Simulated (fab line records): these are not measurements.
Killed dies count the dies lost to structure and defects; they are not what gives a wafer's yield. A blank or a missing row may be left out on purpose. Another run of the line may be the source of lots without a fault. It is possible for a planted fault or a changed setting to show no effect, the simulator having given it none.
fab line records ; flow nandHarc
[record] lots = 13; wafers = 39; lastDay = 24
route steps=1159 shown A_CHANNEL_FILL_D1@496 A_STAIRCASE@519 END@1159
lots untouched by any fault: they come from a run of this same line in which no faults occurred
startH: start of the lot's first displayed wafer, in hours after the record's first day ; waitH: hours from the lot's prior step to this one ; " identical to the entry in the row above ; L1.1+2: several wafers, shown together as one row ; - value missing, or start not given ; * or withheld: withheld ; < > ~ a bound
route shown NAME@n: NAME is a module with steps in the file, n the number in the route of the first one ; usual: mean and standard deviation over wafers with no fault ; same: alike in all rows ; chamber/n: place in a boat ; sites: each site's reading ; _std_site: their standard deviation ; _edge_site: the outer-site mean with the inner-site mean subtracted ; radiusMm: how far each site lies from the wafer's centre ; mask NAME#n: copy n ; behind: the tool/chamber that last shaped the wafer ; hold: what put the lot on hold/how long, in hours/how the hold closed ; device: which transistor (n, p or np) failed to switch ; end of line: tests run on the same wafers once the route is complete ; step lacking rows: just its recipe ; killed: at the first sort, the dies lost to defects and structure; wafer yield is something else ; map: a wafer's dies, marking killed ones x, the rest . and places with no die _
set.NAME: the setting as run; set.NAME@STEP: as run at that earlier step ; model.NAME: the simulator's own value behind a step, which no gauge read
a sample of lots followed through the steps of the route, with each step as a table and each wafer as a row
services: the hour from which a tool's chamber was out of use, counted from the record's first day as startH (under 0 if before that day), plus the number of hours and why
[[steps]]
[step NHARC_A_CHANNEL_FILL_D1_ALD_16]
[recipe] targetThkA = 15; pulseTimeS = 10; aldCycles = 15; tempC = 300; material = SiO2
[usual] heaterPowerW = 473/38; precursorPulseHeightRel = 1.000/0.02
lot.wafer;tool;chamber;startH;waitH;heaterPowerW;precursorPulseHeightRel
L682.2;aldHk-02;3;183.29;0.1;522;1.004
L682.4;aldHk-02;0;183.29;0.1;447;1.029
L682.6;aldHk-02;2;183.29;0.1;517;0.980
L683.3;aldHk-02;0;206.88;0.1;433;1.016
L683.1;aldHk-02;1;206.88;0.1;456;1.018
L683.6;aldHk-02;0;206.88;0.1;440;1.002
L684.2;aldHk-02;2;207.07;0.3;522;0.956
L684.1;aldHk-02;3;207.07;0.3;528;1.016
L684.6;aldHk-02;0;207.07;0.3;432;1.021
L685.4;aldHk-04;2;219.70;0.0;486;1.009
L685.2;aldHk-04;3;219.70;0.0;433;0.967
L685.5;aldHk-04;3;219.70;0.0;430;1.005
L687.1;aldHk-01;2;219.76;0.1;478;0.999
L687.4;aldHk-01;3;219.76;0.1;509;1.014
L687.6;aldHk-01;1;219.76;0.1;439;1.042
L686.1;aldHk-02;3;223.96;0.1;501;0.957
L686.6;aldHk-02;1;223.96;0.1;462;0.987
L686.5;aldHk-02;2;223.96;0.1;535;1.008
L688.1;aldHk-02;2;230.32;0.1;527;1.031
L688.2;aldHk-02;3;230.32;0.1;524;1.003
L688.4;aldHk-02;0;230.32;0.1;426;1.019
L691.2;aldHk-04;1;246.67;0.0;441;0.992
L691.5;aldHk-04;1;246.67;0.0;425;0.998
L691.6;aldHk-04;2;246.67;0.0;491;1.005
L692.2;aldHk-02;1;251.22;0.0;464;0.994
L692.3;aldHk-02;2;251.22;0.0;513;1.009
L692.5;aldHk-02;2;251.22;0.0;531;1.029
L698.4;aldHk-02;3;293.21;0.1;534;0.974
L698.2;aldHk-02;1;293.21;0.1;460;0.988
L698.5;aldHk-02;3;293.21;0.1;550;1.002
L700.2;aldHk-02;3;296.20;0.0;534;0.984
L700.4;aldHk-02;0;296.20;0.0;437;1.004
L700.6;aldHk-02;0;296.20;0.0;440;1.004
L703.1;aldHk-04;0;314.74;0.0;432;1.009
L703.3;aldHk-04;1;314.74;0.0;436;0.998
L703.6;aldHk-04;0;314.74;0.0;429;1.045
L701.1;aldHk-04;0;314.91;0.2;435;1.005
L701.2;aldHk-04;2;314.91;0.2;481;1.018
L701.6;aldHk-04;1;314.91;0.2;432;1.017
[step NHARC_A_CHANNEL_FILL_D1_ETCHBACK_08]
[recipe] targetDepthA = 2200; timeS = 110; c4f8FlowSccm = 20; arFlowSccm = withheld; rfW = 600; biasW = 300; chemistry = C4F8
[usual] oesProductAu = 0.95/0.037; rfVppV = 442.6/2.8
lot.wafer;tool;chamber;startH;waitH;oesProductAu;rfHoursCounterH;rfVppV
L682.4;rieDiel-09;1;-;-;0.94;5;437.1
L682.2;rieDiel-09;3;-;-;0.91;4;446.0
L682.6;rieDiel-09;1;-;-;0.94;-;437.1
L684.1;rieDiel-12;1;-;-;0.93;1;445.5
L684.2;rieDiel-12;3;-;-;0.91;1;442.3
L684.6;rieDiel-12;1;-;-;0.92;-;444.6
L683.3;rieDiel-09;0;-;-;0.94;5;443.0
L683.1;rieDiel-09;1;-;-;0.94;6;436.7
L683.6;rieDiel-09;3;-;-;0.90;-;445.0
L685.2;rieDiel-12;0;-;-;0.92;1;445.8
L685.4;rieDiel-12;1;-;-;0.92;1;445.1
L685.5;rieDiel-12;0;-;-;0.91;-;444.4
L687.4;rieDiel-09;3;-;-;0.90;5;444.3
L687.1;rieDiel-09;1;-;-;0.95;6;437.7
L687.6;rieDiel-09;3;-;-;0.90;-;443.5
L686.1;rieDiel-12;0;-;-;0.98;1;445.5
L686.6;rieDiel-12;3;-;-;0.98;-;443.7
L686.5;rieDiel-12;0;-;-;0.98;-;442.7
L688.1;rieDiel-12;3;-;-;0.92;1;442.1
L688.4;rieDiel-12;0;-;-;0.90;1;445.1
L688.2;rieDiel-12;1;-;-;0.92;1;446.2
L691.2;rieDiel-08;3;-;-;0.93;28;444.7
L691.5;rieDiel-08;3;-;-;0.93;-;446.6
L691.6;rieDiel-08;0;-;-;0.92;-;440.5
L692.2;rieDiel-12;3;-;-;0.98;2;442.2
L692.3;rieDiel-12;0;-;-;0.99;2;444.9
L692.5;rieDiel-12;1;-;-;1.01;-;443.9
L698.4;rieDiel-12;0;-;-;0.98;2;445.2
L698.2;rieDiel-12;3;-;-;0.98;2;443.8
L698.5;rieDiel-12;0;-;-;0.99;-;445.1
L700.2;rieDiel-09;2;-;-;0.92;2;438.2
L700.4;rieDiel-09;0;-;-;0.92;2;443.9
L700.6;rieDiel-09;2;-;-;0.93;-;437.5
L701.2;rieDiel-12;0;-;-;0.92;3;445.1
L701.1;rieDiel-12;1;-;-;0.92;3;445.1
L701.6;rieDiel-12;3;-;-;0.91;-;442.2
L703.1;rieDiel-08;1;-;-;1.01;5;440.4
L703.3;rieDiel-08;2;-;-;1.01;7;442.3
L703.6;rieDiel-08;3;-;-;1.02;-;445.0
[step NHARC_A_STAIRCASE_DEP_156]
[recipe] targetThkA = 500; tempC = 400; targetThkNm = 50; flowSccm = 200; rfW = 450; material = SiNx
[usual] heaterPowerW = 697/100
lot.wafer;tool;chamber;startH;waitH;heaterPowerW
L682.2;pecvd-04;2;218.84;0.1;823
L682.4;pecvd-04;1;218.84;0.1;675
L682.6;pecvd-04;2;218.84;0.1;839
L684.1;pecvd-04;2;242.58;0.1;893
L684.2;pecvd-04;0;242.58;0.1;684
L684.6;pecvd-04;1;242.58;0.1;686
L683.1;pecvd-04;1;242.77;0.2;672
L683.3;pecvd-04;2;242.77;0.2;788
L683.6;pecvd-04;2;242.77;0.2;803
L687.1;pecvd-02;2;255.82;0.1;623
L687.6;pecvd-02;2;255.82;0.1;621
L687.4;pecvd-02;1;255.82;0.1;788
L685.2;pecvd-04;1;255.83;0.1;606
L685.5;pecvd-04;2;255.83;0.1;845
L685.4;pecvd-04;0;255.83;0.1;656
L686.1;pecvd-04;1;260.80;0.1;663
L686.6;pecvd-04;2;260.80;0.1;833
L686.5;pecvd-04;1;260.80;0.1;652
L688.1;pecvd-04;2;269.18;0.1;809
L688.2;pecvd-04;0;269.18;0.1;637
L688.4;pecvd-04;1;269.18;0.1;569
L688.1;pecvd-04;2;269.85;0.6;820
L688.2;pecvd-04;0;269.85;0.6;641
L688.4;pecvd-04;1;269.85;0.6;569
L691.2;pecvd-04;2;286.98;0.2;912
L691.5;pecvd-04;2;286.98;0.2;904
L691.6;pecvd-04;1;286.98;0.2;667
L692.2;pecvd-04;0;287.19;0.4;616
L692.3;pecvd-04;1;287.19;0.4;669
L692.5;pecvd-04;2;287.19;0.4;971
L692.2;pecvd-04;0;287.85;0.6;639
L692.3;pecvd-04;1;287.85;0.6;670
L692.5;pecvd-04;2;287.85;0.6;937
L698.2;pecvd-02;2;329.94;0.1;674
L698.5;pecvd-02;2;329.94;0.1;647
L698.4;pecvd-02;1;329.94;0.1;799
L698.2;pecvd-02;2;330.34;0.4;660
L698.5;pecvd-02;2;330.34;0.4;648
L698.4;pecvd-02;1;330.34;0.4;815
L700.2;pecvd-03;2;332.71;0.1;544
L700.6;pecvd-03;2;332.71;0.1;564
L700.4;pecvd-03;1;332.71;0.1;759
L701.1;pecvd-03;1;355.88;0.1;703
L701.2;pecvd-03;0;355.88;0.1;739
L701.6;pecvd-03;1;355.88;0.1;711
L703.1;pecvd-03;0;356.06;0.1;779
L703.3;pecvd-03;2;356.06;0.1;464
L703.6;pecvd-03;0;356.06;0.1;787
[step NHARC_A_STAIRCASE_DESCUM_168]
[recipe] timeS = 3; o2FlowSccm = 200; arFlowSccm = 0; biasPowerW = 0; chemistry = O2
[usual] drypumpMotorCurrentA = 5.6/0.39; o2FlowSccm = 200.1/0.62; oesProductAu = 0.995/0.013; rfVppV = 57.9/0.96; showerheadPlenumPTorr = 1.94/0.088; throttleValvePct = 11.311/0.0094
lot.wafer;tool;chamber;startH;waitH;drypumpMotorCurrentA;o2FlowSccm;oesProductAu;rfHoursCounterH;rfVppV;showerheadPlenumPTorr;throttleValvePct
L682.2;rieDiel-13;0;219.79;-;5.9;200.8;1.013;43;57.0;1.77;11.306
L682.6;rieDiel-13;0;219.79;-;5.9;200.9;1.007;-;58.1;1.77;11.294
L682.4;rieDiel-13;1;219.79;-;6.1;200.2;0.987;-;59.2;1.92;11.320
L684.2;rieDiel-13;3;243.56;-;5.5;199.5;0.998;49;56.4;1.78;11.323
L684.1;rieDiel-13;2;243.56;-;5.4;201.2;0.998;50;57.6;1.89;11.303
L684.6;rieDiel-13;0;243.56;-;5.9;200.5;0.998;-;57.4;1.77;11.311
L683.3;rieDiel-13;0;243.62;-;5.9;199.7;0.988;51;58.3;1.77;11.315
L683.1;rieDiel-13;1;243.62;-;6.1;199.1;1.004;50;57.7;1.92;11.316
L683.6;rieDiel-13;0;243.62;-;5.9;199.9;0.998;-;57.1;1.77;11.322
L687.1;rieDiel-06;2;256.68;-;5.5;200.1;1.015;0;56.4;2.02;11.311
L687.4;rieDiel-06;0;256.68;-;5.6;200.7;0.992;1;58.1;1.96;11.308
L687.6;rieDiel-06;2;256.68;-;5.5;200.3;1.020;-;57.7;2.02;11.314
L685.2;rieDiel-06;1;256.85;-;5.7;200.7;0.984;1;56.5;1.87;11.304
L685.4;rieDiel-06;2;256.85;-;5.5;199.3;1.016;0;57.7;2.02;11.311
L685.5;rieDiel-06;1;256.85;-;5.7;200.2;0.985;-;59.1;1.87;11.315
L686.1;rieDiel-06;1;261.74;-;5.6;200.7;0.975;2;56.8;1.87;11.306
L686.6;rieDiel-06;3;261.74;-;4.8;200.0;0.982;-;59.4;2.01;11.316
L686.5;rieDiel-06;0;261.74;-;5.6;199.8;0.994;-;56.9;1.96;11.315
L688.2;rieDiel-06;3;270.78;-;4.8;199.4;0.982;6;58.5;2.01;11.307
L688.4;rieDiel-06;1;270.78;-;5.7;200.0;0.977;5;57.9;1.86;11.300
L688.1;rieDiel-06;2;270.78;-;5.5;200.2;1.017;4;57.9;2.02;11.325
L691.2;rieDiel-13;0;287.98;-;5.9;198.3;0.984;1;58.1;2.08;11.300
L691.5;rieDiel-13;3;287.98;-;5.5;199.5;0.972;-;56.8;1.78;11.312
L691.6;rieDiel-13;1;287.98;-;6.1;199.5;0.968;-;58.3;1.91;11.304
L692.2;rieDiel-13;0;288.75;-;5.9;199.5;0.984;1;59.4;2.08;11.294
L692.3;rieDiel-13;3;288.75;-;5.5;199.3;0.985;1;57.3;1.78;11.332
L692.5;rieDiel-13;0;288.75;-;5.9;199.8;0.993;-;59.4;2.08;11.317
L698.4;rieDiel-07;0;331.25;-;5.3;199.9;1.001;34;59.1;2.01;11.324
L698.2;rieDiel-07;3;331.25;-;5.8;200.0;1.024;35;57.9;1.95;11.315
L698.5;rieDiel-07;0;331.25;-;5.3;199.6;1.001;-;57.4;2.01;11.301
L700.2;rieDiel-13;1;333.58;-;6.1;200.5;0.987;20;57.6;1.91;11.305
L700.6;rieDiel-13;0;333.58;-;5.9;201.4;0.992;-;56.2;2.07;11.320
L700.4;rieDiel-13;1;333.58;-;6.1;200.3;0.985;-;59.6;1.91;11.318
L701.1;rieDiel-06;0;356.74;-;5.6;201.2;1.001;37;58.1;1.95;11.312
L701.2;rieDiel-06;3;356.74;-;4.8;199.2;1.007;36;57.6;2.00;11.314
L701.6;rieDiel-06;1;356.74;-;5.7;200.6;0.980;-;58.1;1.86;11.319
L703.3;rieDiel-06;0;357.12;-;5.6;201.1;1.012;37;57.3;1.95;11.317
L703.1;rieDiel-06;3;357.12;-;4.8;200.4;0.999;36;59.5;2.00;11.309
L703.6;rieDiel-06;0;357.12;-;5.6;200.2;1.019;-;57.7;1.95;11.306
[step NHARC_END_SORT_01]
[recipe] tempC = 25
[usual] killedAtArray = 25/7.8; killedAtOther = 0.6/0.81; killedAtPeriphery = 3.3/2.2; killedDies = 29/8.2; killedOpen = 3.5/1.9; killedShort = 1.8/1.3
[same] grossDies = 677
lot.wafer;tool;chamber;startH;waitH;killedAtArray;killedAtOther;killedAtPeriphery;killedDies;killedOpen;killedShort
L691.2;prober-02;0;498.82;2.8;26;1;3;30;5;2
L691.5;prober-02;0;501.24;3.7;23;2;2;27;3;0
L691.6;prober-02;0;502.04;4.0;31;1;3;35;8;1
// killed by level:class
L691.2 A_CHANNEL_HOLE_D1:chamberFilmFlake=9 A_CONTACT:chamberFilmFlake=5 A_WL_FILL:chamberFilmFlake=3 A_SLIT:chamberFilmFlake=2 P_CONTACT:geometricParticle:open=1 P_M1:geometricParticle:open=1 A_ONON_D1:geometricParticle:short=1 A_CHANNEL_HOLE_D1:geometricParticle:short=1
L691.5 A_CHANNEL_HOLE_D1:chamberFilmFlake=8 A_CONTACT:chamberFilmFlake=7 A_WL_FILL:geometricParticle:open=2 P_STI:chamberFilmFlake=2 A_SLIT:chamberFilmFlake=2 A_WL_FILL:chamberFilmFlake=2 THIN_TSV:chamberFilmFlake=2 A_ONON_D1:geometricParticle:open=1
L691.6 A_CHANNEL_HOLE_D1:chamberFilmFlake=12 A_SLIT:chamberFilmFlake=4 A_CONTACT:geometricParticle:open=3 A_ZERO_WELL:chamberFilmFlake=3 A_CONTACT:chamberFilmFlake=3 A_CHANNEL_FILL_D1:geometricParticle:open=2 A_CHANNEL_FILL_D1:chamberFilmFlake=2 P_CONTACT:geometricParticle:open=1
[[services]]
tool;chamber;startH;hours;kind
rieDiel-06;2;166.59;1.2;repair
rieDiel-13;1;168.66;1.4;repair
aldHk-04;-;172.38;1.5;repair
pecvd-04;0;187.07;6.4;repair
rieDiel-09;0;188.86;5.0;repair
aldHk-04;-;189.11;10.0;pm
aldHk-02;-;191.43;0.3;repair
pecvd-04;-;195.00;13.0;pm
rieDiel-12;-;202.43;9.0;pm
rieDiel-09;0;213.18;11.1;repair
rieDiel-13;3;218.18;5.8;repair
rieDiel-06;2;225.22;6.5;repair
rieDiel-06;2;239.20;17.2;repair
rieDiel-06;-;241.58;9.0;pm
rieDiel-09;1;249.82;16.5;repair
rieDiel-09;-;254.10;9.0;pm
rieDiel-13;-;276.13;9.0;pm
aldHk-02;-;280.82;10.0;pm
rieDiel-13;2;286.64;8.8;repair
pecvd-03;-;292.00;13.0;pm
pecvd-04;1;311.44;4.9;repair
pecvd-02;-;312.42;0.8;repair
rieDiel-06;-;323.32;2.1;repair
rieDiel-12;2;333.94;2.4;repair
[[key]]
[firstSign] step = NHARC_A_STAIRCASE_DEP_156; reading = visit; direction = added
effect none on later readings
metAt NHARC_A_STAIRCASE_DEP_156
struckLots L688,L692,L698
testerLeftOut L688,L692,L698
notActingAt NHARC_A_CHANNEL_FILL_D1_ALD_16,NHARC_A_CHANNEL_FILL_D1_ETCHBACK_08,NHARC_A_STAIRCASE_DESCUM_168
[fault] kind = repeatedStepWhole; tool = pecvd-02,pecvd-03,pecvd-04; chamber = -; onsetH = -; steps = NHARC_A_STAIRCASE_DEP_156; times = 1; scope = struckLotsOnly
// testerLeftOut: of these lots the tester's yield and bins aren't shown, on N5 and GAA mostly nor the transistor test; their killed dies are dies lost to structure and defects alone, not to doping, threshold or leakage, so they don't give the yield
